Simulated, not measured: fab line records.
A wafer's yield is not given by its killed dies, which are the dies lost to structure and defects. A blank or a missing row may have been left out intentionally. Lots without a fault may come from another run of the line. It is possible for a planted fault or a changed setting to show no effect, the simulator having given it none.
fab line records + flow n5Finfet
record
- lots=7
- wafers=21
route steps=1938 shown BEOL_M8@1332 BEOL_M10@1477 BEOL_M11@1575
startH: hours from the record's first day to the start of the lot's first wafer shown + waitH: hours elapsed since this lot's preceding step + " as in the row above + L1.1+2: a single row standing in for several wafers + - value missing, or start not given + * or withheld: withheld + < > ~ a bound
route shown NAME@n: names a module that has steps shown in the file, with the first one's number in the route + usual: mean and standard deviation over wafers with no fault + same: alike in all rows + chamber/n: place in a boat + sites: readings site by site + _std_site: standard deviation across them + _edge_site: the outer-site mean with the inner-site mean subtracted + radiusMm: how far each site lies from the wafer's centre + mask NAME#n: copy n + behind: tool/chamber where the wafer was last shaped + hold: why the lot went on hold/how many hours it stayed there/how the hold came to an end + device: the transistor (n, p or np) that didn't switch + end of line: the route-end tests of the same wafers + a step without rows: its recipe alone + killed: the dies lost at the first sort to structure and to defects; this is not the yield of the wafer + map: dies across one wafer; x = killed, . = not, _ = none there
set.NAME: the run value of the setting; set.NAME@STEP: its run value at that earlier step + model.NAME: the simulator's own value behind a step, which no gauge read
lots where settings were altered on purpose, with a table for each step and a row for each wafer
## steps
# step N5_BEOL_M8_ILD_DEP_00
# recipe
- material=SiCOH_lowk
- targetThkA=1797.5
- tempC=300
- precursor=DEMS/porogen
- pressureTorr=5
- rfW=500
- timeS=33.4
| lot.wafer | tool     | chamber | startH | waitH | set.timeS | model.SiCOH_lowk_of_BEOL_M8_ILD_DEP_00.thkNm |
|-----------|----------|---------|--------|-------|-----------|----------------------------------------------|
| L076.3    | pecvd-02 | 2       | 236.60 | 0.0   | 33.4      | 179.8                                        |
| L076.4    | "        | 0       | "      | "     | 33.4      | 185.6                                        |
| L076.6    | "        | 2       | "      | "     | 33.4      | 183.4                                        |
| L079.1    | pecvd-02 | 1       | 257.45 | 0.0   | 33.4      | 178.4                                        |
| L079.2    | "        | 0       | "      | "     | 36.79     | 197.4                                        |
| L079.5    | "        | 0       | "      | "     | 33.4      | 182.8                                        |
| L078.1    | pecvd-03 | 2       | 260.60 | 0.0   | 37.88     | 204.2                                        |
| L078.2    | "        | 0       | "      | "     | 37.88     | 202                                          |
| L078.5    | "        | 0       | "      | "     | 33.4      | 182.6                                        |
| L081.1    | pecvd-02 | 1       | 268.08 | 0.0   | 33.4      | 182.8                                        |
| L081.2    | "        | 0       | "      | "     | 33.4      | 179                                          |
| L081.4    | "        | 1       | "      | "     | 33.4      | 184.6                                        |
| L084.2    | pecvd-03 | 0       | 299.05 | 0.0   | 33.4      | 179.2                                        |
| L084.3    | "        | 1       | "      | "     | 33.4      | 178                                          |
| L084.5    | "        | 1       | "      | "     | 33.4      | 183.2                                        |
| L082.2    | pecvd-03 | 1       | 299.58 | 0.0   | 31.73     | 169.6                                        |
| L082.3    | "        | 0       | "      | "     | 33.4      | 176.2                                        |
| L082.5    | "        | 2       | "      | "     | 33.4      | 184                                          |
| L095.2    | pecvd-03 | 0       | 364.36 | 0.0   | 33.4      | 178.4                                        |
| L095.3    | "        | 2       | "      | "     | 29.7      | 163.2                                        |
| L095.5    | "        | 0       | "      | "     | 33.4      | 184.8                                        |
# step N5_BEOL_M8_CURE_74
# recipe
- tempC=385
- timeS=240
- ambient=He/Ar
- material=SiCOH_lowk
| lot.wafer | tool      | chamber | startH | waitH | set.timeS@BEOL_M8_ILD_DEP_00 | model.SiCOH_lowk_of_BEOL_M8_ILD_DEP_00.thkNm |
|-----------|-----------|---------|--------|-------|------------------------------|----------------------------------------------|
| L076.3    | uvCure-01 | 1       | 236.82 | 0.2   | 33.4                         | 155.2                                        |
| L076.4    | "         | 1       | "      | "     | 33.4                         | 160                                          |
| L076.6    | "         | 1       | "      | "     | 33.4                         | 158.2                                        |
| L079.1    | uvCure-03 | 0       | 257.51 | 0.0   | 33.4                         | 153.8                                        |
| L079.2    | "         | 0       | "      | "     | 36.79                        | 170.4                                        |
| L079.5    | "         | 0       | "      | "     | 33.4                         | 157.6                                        |
| L078.1    | uvCure-03 | 0       | 260.66 | 0.0   | 37.88                        | 176.4                                        |
| L078.2    | "         | 0       | "      | "     | 37.88                        | 174.4                                        |
| L078.5    | "         | 0       | "      | "     | 33.4                         | 157.6                                        |
| L081.1    | uvCure-01 | 1       | 268.52 | 0.4   | 33.4                         | 157.8                                        |
| L081.2    | "         | 1       | "      | "     | 33.4                         | 154.4                                        |
| L081.4    | "         | 1       | "      | "     | 33.4                         | 159.2                                        |
| L084.2    | uvCure-03 | 2       | 299.20 | 0.1   | 33.4                         | 154.4                                        |
| L084.3    | "         | 2       | "      | "     | 33.4                         | 153.6                                        |
| L084.5    | "         | 2       | "      | "     | 33.4                         | 158                                          |
| L082.2    | uvCure-01 | 0       | 299.80 | 0.2   | 31.73                        | 146.2                                        |
| L082.3    | "         | 0       | "      | "     | 33.4                         | 151.8                                        |
| L082.5    | "         | 0       | "      | "     | 33.4                         | 158.8                                        |
| L095.2    | uvCure-03 | 1       | 364.51 | 0.1   | 33.4                         | 154                                          |
| L095.3    | "         | 1       | "      | "     | 29.7                         | 140.6                                        |
| L095.5    | "         | 1       | "      | "     | 33.4                         | 159.4                                        |
# step N5_BEOL_M8_THK_MEAS_01
# recipe
- reads=SiCOH_lowk_of_BEOL_M8_ILD_DEP_00
# usual
- M8_ILD_THK=156.3/2.2
| lot.wafer | tool         | chamber | startH | waitH | set.timeS@BEOL_M8_ILD_DEP_00 | M8_ILD_THK[nm] |
|-----------|--------------|---------|--------|-------|------------------------------|----------------|
| L076.3    | filmMetro-01 | -       | 237.18 | 0.3   | 33.4                         | 155.1          |
| L076.4    | "            | -       | "      | "     | 33.4                         | 160.0          |
| L076.6    | "            | -       | "      | "     | 33.4                         | 158.2          |
| L079.1    | filmMetro-02 | -       | 258.52 | 0.8   | 33.4                         | 153.8          |
| L079.2    | "            | -       | "      | "     | 36.79                        | 170.4          |
| L079.5    | "            | -       | "      | "     | 33.4                         | 157.7          |
| L078.1    | filmMetro-02 | -       | 261.66 | 0.8   | 37.88                        | 176.2          |
| L078.2    | "            | -       | "      | "     | 37.88                        | 174.5          |
| L078.5    | "            | -       | "      | "     | 33.4                         | 157.4          |
| L081.1    | filmMetro-01 | -       | 269.04 | 0.4   | 33.4                         | 157.7          |
| L081.2    | "            | -       | "      | "     | 33.4                         | 154.2          |
| L081.4    | "            | -       | "      | "     | 33.4                         | 159.4          |
| L084.2    | filmMetro-02 | -       | 299.63 | 0.4   | 33.4                         | 154.4          |
| L084.3    | "            | -       | "      | "     | 33.4                         | 153.5          |
| L084.5    | "            | -       | "      | "     | 33.4                         | 157.8          |
| L082.2    | filmMetro-02 | -       | 300.64 | 0.7   | 31.73                        | 146.2          |
| L082.3    | "            | -       | "      | "     | 33.4                         | 151.9          |
| L082.5    | "            | -       | "      | "     | 33.4                         | 158.8          |
| L095.2    | filmMetro-01 | -       | 364.94 | 0.4   | 33.4                         | 154.0          |
| L095.3    | "            | -       | "      | "     | 29.7                         | 140.7          |
| L095.5    | "            | -       | "      | "     | 33.4                         | 159.4          |
# step N5_BEOL_M8_DESCUM_33
# recipe
- chemistry=O2
- timeS=7
- sourcePowerW=50
- biasPowerW=20
- pressureMtorr=20
- rfFrequencyHz=2.712e+07
- tempC=40
- resist=CAR-EUV
- o2FlowSccm=225
| lot.wafer  | tool       | chamber | startH | waitH | set.timeS | model.CAR-EUV_of_BEOL_M8_COAT_22.thkNm |
|------------|------------|---------|--------|-------|-----------|----------------------------------------|
| L076.3     | rieDiel-02 | 2       | 244.05 | 0.8   | 7         | 26.2                                   |
| L076.4     | "          | 2       | "      | "     | 6.42      | 26.2                                   |
| L076.6     | "          | 3       | "      | "     | 7         | 26                                     |
| L079.1+5   | rieDiel-05 | 2,0     | 261.46 | 0.0   | 7.945     | 25.4                                   |
| L079.2     | "          | 3       | "      | "     | 7         | 26.2                                   |
| L078.1+2   | rieDiel-03 | 0,3     | 265.03 | 0.0   | 7.85      | 25.8                                   |
| L078.5     | "          | 3       | "      | "     | 7         | 26.2                                   |
| L081.1+2+4 | rieDiel-03 | 1,3,0   | 271.06 | 0.0   | 7         | 26                                     |
| L084.2     | rieDiel-03 | 2       | 305.56 | 0.3   | 7         | 25.8                                   |
| L084.3+5   | "          | 0,3     | "      | "     | 7         | 26                                     |
| L082.2+3   | rieDiel-05 | 1,2     | 305.64 | 0.3   | 7         | 26                                     |
| L082.5     | "          | 2       | "      | "     | 7         | 26.2                                   |
| L095.2     | rieDiel-05 | 2       | 369.48 | 0.0   | 7         | 26                                     |
| L095.3     | "          | 1       | "      | "     | 5.615     | 26.8                                   |
| L095.5     | "          | 3       | "      | "     | 5.615     | 27                                     |
# step N5_BEOL_M8_ETCH_72
# recipe
- chemistry=N2/H2
- target=underlayer
- targetDepthA=65
- maskMaterial=CAR-EUV
- timeS=5.2
- ionEnergyEv=200
- pressureMtorr=30
- sourceW=840
- biasW=150
- n2FlowSccm=200
- h2FlowSccm=200
- ends=cleared
| lot.wafer  | tool       | chamber | startH | waitH | set.timeS@BEOL_M8_DESCUM_33 | model.CAR-EUV_of_BEOL_M8_COAT_22.thkNm |
|------------|------------|---------|--------|-------|-----------------------------|----------------------------------------|
| L076.3+6   | rieDiel-02 | 2,3     | 244.09 | 0.0   | 7                           | 20.4                                   |
| L076.4     | "          | 2       | "      | "     | 6.42                        | 20.6                                   |
| L079.1+5   | rieDiel-05 | 2,0     | 261.49 | 0.0   | 7.945                       | 19.8                                   |
| L079.2     | "          | 3       | "      | "     | 7                           | 20.4                                   |
| L078.1+2   | rieDiel-03 | 0,3     | 265.06 | 0.0   | 7.85                        | 20.2                                   |
| L078.5     | "          | 3       | "      | "     | 7                           | 20.4                                   |
| L081.1+4   | rieDiel-03 | 1,0     | 271.09 | 0.0   | 7                           | 20.4                                   |
| L081.2     | "          | 3       | "      | "     | 7                           | 20.2                                   |
| L084.2     | rieDiel-03 | 2       | 305.59 | 0.0   | 7                           | 20                                     |
| L084.3+5   | "          | 0,3     | "      | "     | 7                           | 20.4                                   |
| L082.2+3+5 | rieDiel-05 | 1,2,2   | 305.68 | 0.0   | 7                           | 20.4                                   |
| L095.2     | rieDiel-05 | 2       | 369.52 | 0.0   | 7                           | 20.2                                   |
| L095.3     | "          | 1       | "      | "     | 5.615                       | 21                                     |
| L095.5     | "          | 3       | "      | "     | 5.615                       | 21.2                                   |
# step N5_BEOL_M8_ETCH_66
# recipe
- chemistry=N2/H2
- target=SOC
- targetDepthA=800
- overetchA=160
- maskMaterial=SiARC
- tempC=40
- timeS=120
- ionEnergyEv=200
- pressureMtorr=30
- sourceW=840
- biasW=150
- n2FlowSccm=200
- h2FlowSccm=200
# usual
- rfVppV=524.5/2.3
| lot.wafer | tool       | chamber | startH | waitH | set.sourceW | rfVppV |
|-----------|------------|---------|--------|-------|-------------|--------|
| L076.3    | rieDiel-02 | 2       | 244.13 | 0.0   | 840         | 526.1  |
| L076.4    | "          | 2       | "      | "     | 941.3       | 509.7  |
| L076.6    | "          | 3       | "      | "     | 840         | 521.2  |
| L079.1    | rieDiel-05 | 2       | 261.54 | 0.0   | 962         | 498.9  |
| L079.2    | "          | 3       | "      | "     | 840         | 525.8  |
| L079.5    | "          | 0       | "      | "     | 840         | 527.7  |
| L078.1    | rieDiel-03 | 0       | 265.11 | 0.0   | 840         | 524.2  |
| L078.2    | "          | 3       | "      | "     | 840         | 526.3  |
| L078.5    | "          | 3       | "      | "     | 840         | 525.6  |
| L081.1    | rieDiel-03 | 1       | 271.13 | 0.0   | 960.2       | 502.3  |
| L081.2    | "          | 3       | "      | "     | 960.2       | 503.3  |
| L081.4    | "          | 0       | "      | "     | 840         | 523.6  |
| L084.2    | rieDiel-03 | 2       | 305.64 | 0.0   | 840         | 525.7  |
| L084.3    | "          | 0       | "      | "     | 840         | 523.7  |
| L084.5    | "          | 3       | "      | "     | 840         | 524.8  |
| L082.2    | rieDiel-05 | 1       | 305.72 | 0.0   | 840         | 520.8  |
| L082.3    | "          | 2       | "      | "     | 840         | 521.4  |
| L082.5    | "          | 2       | "      | "     | 840         | 523.0  |
| L095.2    | rieDiel-05 | 2       | 369.56 | 0.0   | 840         | 522.1  |
| L095.3    | "          | 1       | "      | "     | 840         | 522.3  |
| L095.5    | "          | 3       | "      | "     | 840         | 525.2  |
# step N5_BEOL_M10_COAT_05
# recipe
- resist=CAR-ArF
- spinRpm=1500
- resistThkNm=90
| lot.wafer | tool          | chamber | startH | waitH | set.spinRpm | model.CAR-ArF_of_BEOL_M10_COAT_05.thkNm |
|-----------|---------------|---------|--------|-------|-------------|-----------------------------------------|
| L076.3    | lithoTrack-01 | 0       | -      | -     | 1500        | 89.6                                    |
| L076.4    | "             | 0       | "      | "     | 1388        | 93.2                                    |
| L076.6    | "             | 0       | "      | "     | 1388        | 93                                      |
| L079.1    | lithoTrack-04 | 0       | -      | -     | 1500        | 89.8                                    |
| L079.2    | "             | 0       | "      | "     | 1500        | 89.6                                    |
| L079.5    | "             | 0       | "      | "     | 1618        | 86.8                                    |
| L078.1    | lithoTrack-04 | 0       | -      | -     | 1587        | 87.4                                    |
| L078.2+5  | "             | 0       | "      | "     | 1500        | 89.8                                    |
| L081.1+2  | lithoTrack-04 | 0       | -      | -     | 1423        | 92.2                                    |
| L081.4    | "             | 0       | "      | "     | 1500        | 90                                      |
| L082.2    | lithoTrack-01 | 0       | -      | -     | 1500        | 89.8                                    |
| L082.3    | "             | 0       | "      | "     | 1428        | 92                                      |
| L082.5    | "             | 0       | "      | "     | 1500        | 90.4                                    |
| L084.2+5  | lithoTrack-04 | 0       | -      | -     | 1500        | 89.6                                    |
| L084.3    | "             | 0       | "      | "     | 1500        | 89.8                                    |
| L095.2    | lithoTrack-01 | 0       | -      | -     | 1568        | 88                                      |
| L095.3    | "             | 0       | "      | "     | 1500        | 90                                      |
| L095.5    | "             | 0       | "      | "     | 1568        | 87.8                                    |
# step N5_BEOL_M10_EXPOSE_08
# recipe
- maskId=M10
- na=1.35
- sourceShape=dipole
- sigmaInner=0.411
- sigmaOuter=0.611
- polarization=te
- doseMj=53.75
| lot.wafer  | tool           | chamber | startH | waitH | mask  | set.doseMj |
|------------|----------------|---------|--------|-------|-------|------------|
| L076.3     | arfiScanner-03 | 0       | 256.43 | -     | M10#0 | 50.24      |
| L076.4+6   | "              | 0       | "      | "     | M10#0 | 53.75      |
| L079.1+5   | arfiScanner-01 | 0       | 275.50 | -     | M10#0 | 53.75      |
| L079.2     | "              | 0       | "      | "     | M10#0 | 52.73      |
| L078.1+5   | arfiScanner-01 | 0       | 280.71 | -     | M10#0 | 53.75      |
| L078.2     | "              | 0       | "      | "     | M10#0 | 57.35      |
| L081.1+2+4 | arfiScanner-03 | 0       | 288.98 | -     | M10#0 | 53.75      |
| L082.2+3+5 | arfiScanner-01 | 0       | 321.91 | -     | M10#0 | 53.75      |
| L084.2+3+5 | arfiScanner-03 | 0       | 322.41 | -     | M10#0 | 53.75      |
| L095.2+5   | arfiScanner-02 | 0       | 384.63 | -     | M10#0 | 51.15      |
| L095.3     | "              | 0       | "      | "     | M10#0 | 53.75      |
# step N5_BEOL_M10_PEB_09
# recipe
- pebTempC=withheld
- pebTimeS=60
- resist=CAR-ArF
# step N5_BEOL_M10_DEVELOP_10
# recipe
- developTimeS=30
- developer=TMAH
- resist=CAR-ArF
- rinseLiquid=diw
- dry=airSpin
- devTempC=23
# step N5_BEOL_M10_CD_MEAS_11
# recipe
- targetCdNm=64.1
- landingEnergyEv=500
- detector=seInlens
- polarity=opening
# usual
- cdNm=64.3/0.83
| lot.wafer | tool     | chamber | startH | waitH | set.doseMj@BEOL_M10_EXPOSE_08 | cdNm |
|-----------|----------|---------|--------|-------|-------------------------------|------|
| L076.3    | cdSem-01 | 0       | 256.54 | -     | 50.24                         | 60.9 |
| L076.4    | "        | 0       | "      | "     | 53.75                         | 63.6 |
| L076.6    | "        | 0       | "      | "     | 53.75                         | 63.7 |
| L079.1    | cdSem-03 | 0       | 275.63 | -     | 53.75                         | 63.2 |
| L079.2    | "        | 0       | "      | "     | 52.73                         | 63.1 |
| L079.5    | "        | 0       | "      | "     | 53.75                         | 64.5 |
| L078.1    | cdSem-02 | 0       | 280.84 | -     | 53.75                         | 64.2 |
| L078.2    | "        | 0       | "      | "     | 57.35                         | 68.3 |
| L078.5    | "        | 0       | "      | "     | 53.75                         | 63.6 |
| L081.1    | cdSem-03 | 0       | 289.11 | -     | 53.75                         | 64.2 |
| L081.2    | "        | 0       | "      | "     | 53.75                         | 65.0 |
| L081.4    | "        | 0       | "      | "     | 53.75                         | 65.3 |
| L082.2    | cdSem-02 | 0       | 322.03 | -     | 53.75                         | 63.1 |
| L082.3    | "        | 0       | "      | "     | 53.75                         | 63.9 |
| L082.5    | "        | 0       | "      | "     | 53.75                         | 63.5 |
| L084.2    | cdSem-01 | 0       | 322.53 | -     | 53.75                         | 64.6 |
| L084.3    | "        | 0       | "      | "     | 53.75                         | 64.5 |
| L084.5    | "        | 0       | "      | "     | 53.75                         | 62.6 |
| L095.2    | cdSem-01 | 0       | 384.75 | -     | 51.15                         | 61.5 |
| L095.3    | "        | 0       | "      | "     | 53.75                         | 64.1 |
| L095.5    | "        | 0       | "      | "     | 51.15                         | 61.5 |
# step N5_BEOL_M11_VIA_ETCH_34
# recipe
- chemistry=C4F6/O2
- target=SiCOH_lowk
- targetDepthA=1845
- maskMaterial=SOC
- taperDeg=4
- timeS=69.2
- ionEnergyEv=250
- pressureMtorr=30
- sourceW=345
- biasW=185
- Ar_flow_sccm=300
- C4F6_flow_sccm=10
- O2_flow_sccm=10
| lot.wafer | tool       | chamber | startH | waitH | set.timeS | model.etch.depthNm | model.SOC_of_BEOL_M11_COAT_63.thkNm |
|-----------|------------|---------|--------|-------|-----------|--------------------|-------------------------------------|
| L076.3    | rieDiel-01 | 1       | 268.28 | 0.0   | 69.2      | 176.6              | 91.8                                |
| L076.4    | "          | 2       | "      | "     | 69.2      | 193.9              | 91.6                                |
| L076.6    | "          | 3       | "      | "     | 78.75     | 218.9              | 90.2                                |
| L079.1    | rieDiel-06 | 2       | 287.99 | 0.0   | 69.2      | 182                | 92.2                                |
| L079.2    | "          | 3       | "      | "     | 69.2      | 179                | 92.2                                |
| L079.5    | "          | 1       | "      | "     | 69.2      | 184.1              | 92.2                                |
| L078.1    | rieDiel-04 | 0       | 292.14 | 0.0   | 82.97     | 223.5              | 89.6                                |
| L078.2    | "          | 3       | "      | "     | 69.2      | 188.9              | 91.4                                |
| L078.5    | "          | 0       | "      | "     | 69.2      | 184.6              | 91.6                                |
| L081.1    | rieDiel-06 | 1       | 301.20 | 0.0   | 69.2      | 186.3              | 91.6                                |
| L081.2    | "          | 2       | "      | "     | 69.2      | 183.2              | 91.6                                |
| L081.4    | "          | 3       | "      | "     | 69.2      | 180.5              | 91.8                                |
| L082.2    | rieDiel-01 | 2       | 332.53 | 0.0   | 69.2      | 193                | 91.6                                |
| L082.3    | "          | 3       | "      | "     | 69.2      | 187.5              | 91.8                                |
| L082.5    | "          | 2       | "      | "     | 69.2      | 192.8              | 91.6                                |
| L084.2    | rieDiel-04 | 3       | 332.69 | 0.0   | 69.2      | 187.1              | 91.8                                |
| L084.3    | "          | 1       | "      | "     | 69.2      | 191.7              | 91.2                                |
| L084.5    | "          | 0       | "      | "     | 69.2      | 184.8              | 91.4                                |
| L095.2    | rieDiel-01 | 1       | 397.21 | 0.0   | 69.2      | 177.5              | 92.2                                |
| L095.3    | "          | 2       | "      | "     | 69.2      | 193.7              | 91.8                                |
| L095.5    | "          | 3       | "      | "     | 69.2      | 190.9              | 91.6                                |
# step N5_BEOL_M11_TRENCH_ETCH_37
# recipe
- chemistry=C4F6/O2
- targetDepthA=1488.3
- target=SiCOH_lowk
- timeS=48
- ionEnergyEv=250
- pressureMtorr=30
- sourceW=345
- biasW=185
- Ar_flow_sccm=300
- C4F6_flow_sccm=10
- O2_flow_sccm=10
| lot.wafer | tool       | chamber | startH | waitH | set.timeS | model.etch.depthNm | model.BEOL_M11.featureDepthNm |
|-----------|------------|---------|--------|-------|-----------|--------------------|-------------------------------|
| L076.3    | rieDiel-01 | 1       | -      | -     | 48        | 143                | 143                           |
| L076.4    | "          | 2       | "      | "     | 56.92     | 187.4              | 187.4                         |
| L076.6    | "          | 3       | "      | "     | 48        | 154.4              | 154.4                         |
| L079.1    | rieDiel-06 | 2       | -      | -     | 48        | 147.4              | 147.4                         |
| L079.2    | "          | 3       | "      | "     | 48        | 144.3              | 144.4                         |
| L079.5    | "          | 1       | "      | "     | 43.73     | 137.8              | 137.8                         |
| L078.1    | rieDiel-04 | 0       | -      | -     | 40.04     | 124.5              | 124.6                         |
| L078.2    | "          | 3       | "      | "     | 40.04     | 127.1              | 127                           |
| L078.5    | "          | 0       | "      | "     | 48        | 149.5              | 149.4                         |
| L081.1    | rieDiel-06 | 1       | -      | -     | 48        | 150.2              | 150.2                         |
| L081.2    | "          | 2       | "      | "     | 48        | 147                | 147                           |
| L081.4    | "          | 3       | "      | "     | 48        | 144.5              | 144.6                         |
| L082.2    | rieDiel-01 | 2       | -      | -     | 42.29     | 135.5              | 135.6                         |
| L082.3    | "          | 3       | "      | "     | 42.29     | 133.1              | 133                           |
| L082.5    | "          | 2       | "      | "     | 42.29     | 136.3              | 136.2                         |
| L084.2    | rieDiel-04 | 3       | -      | -     | 48        | 151.2              | 151.2                         |
| L084.3    | "          | 1       | "      | "     | 48        | 152.6              | 152.6                         |
| L084.5    | "          | 0       | "      | "     | 48        | 150.5              | 150.6                         |
| L095.2    | rieDiel-01 | 1       | -      | -     | 48        | 142.7              | 142.8                         |
| L095.3    | "          | 2       | "      | "     | 45.09     | 146                | 146                           |
| L095.5    | "          | 3       | "      | "     | 45.09     | 143.9              | 144                           |
# step N5_BEOL_M11_ETCH_41
# recipe
- chemistry=CH3F/O2
- target=SiCN
- targetDepthA=426
- taperDeg=2
- timeS=86
- ionEnergyEv=120
- maskMaterial=TiN
- pressureMtorr=30
- sourceW=395
- biasW=75
- Ar_flow_sccm=150
- CH3F_flow_sccm=30
- O2_flow_sccm=20
# step N5_BEOL_M11_STRIP_77
# recipe
- chemistry=N2/H2
- timeS=10
- powerW=450
- tempC=40
- pressureMtorr=20
- rfFrequencyHz=6e+07
- biasPowerW=7
- n2FlowSccm=200
- h2FlowSccm=200
# step N5_BEOL_M11_OCD_MEAS_38
# usual
- trenchDepthNm=150/3.8
| lot.wafer | tool   | chamber | startH | waitH | set.timeS@BEOL_M11_TRENCH_ETCH_37 | trenchDepthNm |
|-----------|--------|---------|--------|-------|-----------------------------------|---------------|
| L076.3    | ocd-01 | -       | 268.57 | -     | 48                                | 143           |
| L076.4    | "      | -       | "      | "     | 56.92                             | 187           |
| L076.6    | "      | -       | "      | "     | 48                                | 154           |
| L079.1    | ocd-01 | -       | 288.28 | -     | 48                                | 148           |
| L079.2    | "      | -       | "      | "     | 48                                | 144           |
| L079.5    | "      | -       | "      | "     | 43.73                             | 137           |
| L078.1    | ocd-01 | -       | 292.42 | -     | 40.04                             | 124           |
| L078.2    | "      | -       | "      | "     | 40.04                             | 126           |
| L078.5    | "      | -       | "      | "     | 48                                | 150           |
| L081.1    | ocd-02 | -       | 301.49 | -     | 48                                | 150           |
| L081.2    | "      | -       | "      | "     | 48                                | 147           |
| L081.4    | "      | -       | "      | "     | 48                                | 145           |
| L082.2    | ocd-01 | -       | 332.81 | -     | 42.29                             | 135           |
| L082.3    | "      | -       | "      | "     | 42.29                             | 133           |
| L082.5    | "      | -       | "      | "     | 42.29                             | 136           |
| L084.2    | ocd-02 | -       | 332.97 | -     | 48                                | 151           |
| L084.3    | "      | -       | "      | "     | 48                                | 153           |
| L084.5    | "      | -       | "      | "     | 48                                | 151           |
| L095.2    | ocd-02 | -       | 397.50 | -     | 48                                | 143           |
| L095.3    | "      | -       | "      | "     | 45.09                             | 146           |
| L095.5    | "      | -       | "      | "     | 45.09                             | 144           |
# step N5_BEOL_M11_CMP_52
# recipe
- stopOn=SiCOH_lowk
- tOverpolishS=7
- downForcePsi=1
- platenRpm=50
- clearingPlatenDownForcePsi=1.5
- clearingPlatenRpm=50
- postCmpClean=cuAlkaline
- targetThkNm=140
- clearingPlatenPadVelocityMS=0.99484
- padVelocityMS=0.99484
| lot.wafer | tool   | chamber | startH | waitH | set.platenRpm | set.timeS@BEOL_M11_TRENCH_ETCH_37 | model.Cu_of_BEOL_M11_ECD_50.thkNm |
|-----------|--------|---------|--------|-------|---------------|-----------------------------------|-----------------------------------|
| L076.4    | cmp-01 | 2       | 274.13 | 1.9   | 50            | 56.92                             | 179.4                             |
| L076.3    | "      | 3       | "      | "     | 50            | 48                                | 134                               |
| L076.6    | "      | 2       | "      | "     | 49.45         | 48                                | 147.4                             |
| L079.1    | cmp-02 | 3       | 291.13 | 0.3   | 50            | 48                                | 136.8                             |
| L079.2    | "      | 2       | "      | "     | 50            | 48                                | 136.6                             |
| L079.5    | "      | 0       | "      | "     | 50            | 43.73                             | 128.6                             |
| L078.1    | cmp-04 | 2       | 296.02 | 0.3   | 50            | 40.04                             | 116.8                             |
| L078.2    | "      | 1       | "      | "     | 50            | 40.04                             | 119.8                             |
| L078.5    | "      | 3       | "      | "     | 48.81         | 48                                | 142.4                             |
| L081.2    | cmp-02 | 2       | 303.62 | 0.3   | 50            | 48                                | 138.6                             |
| L081.4    | "      | 3       | "      | "     | 50            | 48                                | 134                               |
| L081.1    | "      | 0       | "      | "     | 50            | 48                                | 140.2                             |
| L082.2    | cmp-01 | 1       | 335.65 | 0.2   | 51.12         | 42.29                             | 126.2                             |
| L082.3    | "      | 3       | "      | "     | 50            | 42.29                             | 123.4                             |
| L082.5    | "      | 2       | "      | "     | 51.12         | 42.29                             | 127.8                             |
| L084.3+2  | cmp-04 | 2,3     | 335.83 | 0.2   | 50            | 48                                | 143.8                             |
| L084.5    | "      | 2       | "      | "     | 50            | 48                                | 140.8                             |
| L095.2    | cmp-02 | 3       | 401.43 | 0.2   | 50            | 48                                | 132.8                             |
| L095.3    | "      | 0       | "      | "     | 50            | 45.09                             | 136.6                             |
| L095.5    | "      | 3       | "      | "     | 50            | 45.09                             | 133.8                             |
## key
split
- step=N5_BEOL_M8_ILD_DEP_00
- setting=timeS
- stated=33.4
- by=wafer
response
- step=N5_BEOL_M8_ILD_DEP_00
- reading=model.SiCOH_lowk_of_BEOL_M8_ILD_DEP_00.thkNm
- change=+1.63
- per=1%
- r=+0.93
response
- step=N5_BEOL_M8_CURE_74
- reading=model.SiCOH_lowk_of_BEOL_M8_ILD_DEP_00.thkNm
- change=+1.42
- per=1%
- r=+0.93
response
- step=N5_BEOL_M8_THK_MEAS_01
- reading=M8_ILD_THK
- change=+1.42
- per=1%
- r=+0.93
split
- step=N5_BEOL_M8_DESCUM_33
- setting=timeS
- stated=7
- by=wafer
response
- step=N5_BEOL_M8_DESCUM_33
- reading=model.CAR-EUV_of_BEOL_M8_COAT_22.thkNm
- change=-0.0434
- per=1%
- r=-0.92
response
- step=N5_BEOL_M8_ETCH_72
- reading=model.CAR-EUV_of_BEOL_M8_COAT_22.thkNm
- change=-0.038
- per=1%
- r=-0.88
split
- step=N5_BEOL_M8_ETCH_66
- setting=sourceW
- stated=840
- by=wafer
response
- step=N5_BEOL_M8_ETCH_66
- reading=rfVppV
- change=-1.55
- per=1%
- r=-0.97
split
- step=N5_BEOL_M10_COAT_05
- setting=spinRpm
- stated=1500
- by=wafer
response
- step=N5_BEOL_M10_COAT_05
- reading=model.CAR-ArF_of_BEOL_M10_COAT_05.thkNm
- change=-0.419
- per=1%
- r=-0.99
split
- step=N5_BEOL_M10_EXPOSE_08
- setting=doseMj
- stated=53.75
- by=wafer
response
- step=N5_BEOL_M10_CD_MEAS_11
- reading=cdNm
- change=+0.531
- per=1%
- r=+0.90
split
- step=N5_BEOL_M11_VIA_ETCH_34
- setting=timeS
- stated=69.2
- by=wafer
response
- step=N5_BEOL_M11_VIA_ETCH_34
- reading=model.etch.depthNm
- change=+2.04
- per=1%
- r=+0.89
response
- step=N5_BEOL_M11_VIA_ETCH_34
- reading=model.SOC_of_BEOL_M11_COAT_63.thkNm
- change=-0.0998
- per=1%
- r=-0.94
split
- step=N5_BEOL_M11_TRENCH_ETCH_37
- setting=timeS
- stated=48
- by=wafer
response
- step=N5_BEOL_M11_TRENCH_ETCH_37
- reading=model.etch.depthNm
- change=+1.59
- per=1%
- r=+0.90
response
- step=N5_BEOL_M11_TRENCH_ETCH_37
- reading=model.BEOL_M11.featureDepthNm
- change=+1.59
- per=1%
- r=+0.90
response
- step=N5_BEOL_M11_OCD_MEAS_38
- reading=trenchDepthNm
- change=+1.61
- per=1%
- r=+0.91
response
- step=N5_BEOL_M11_CMP_52
- reading=model.Cu_of_BEOL_M11_ECD_50.thkNm
- change=+1.6
- per=1%
- r=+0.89
split
- step=N5_BEOL_M11_CMP_52
- setting=platenRpm
- stated=50
- by=wafer
response none clear
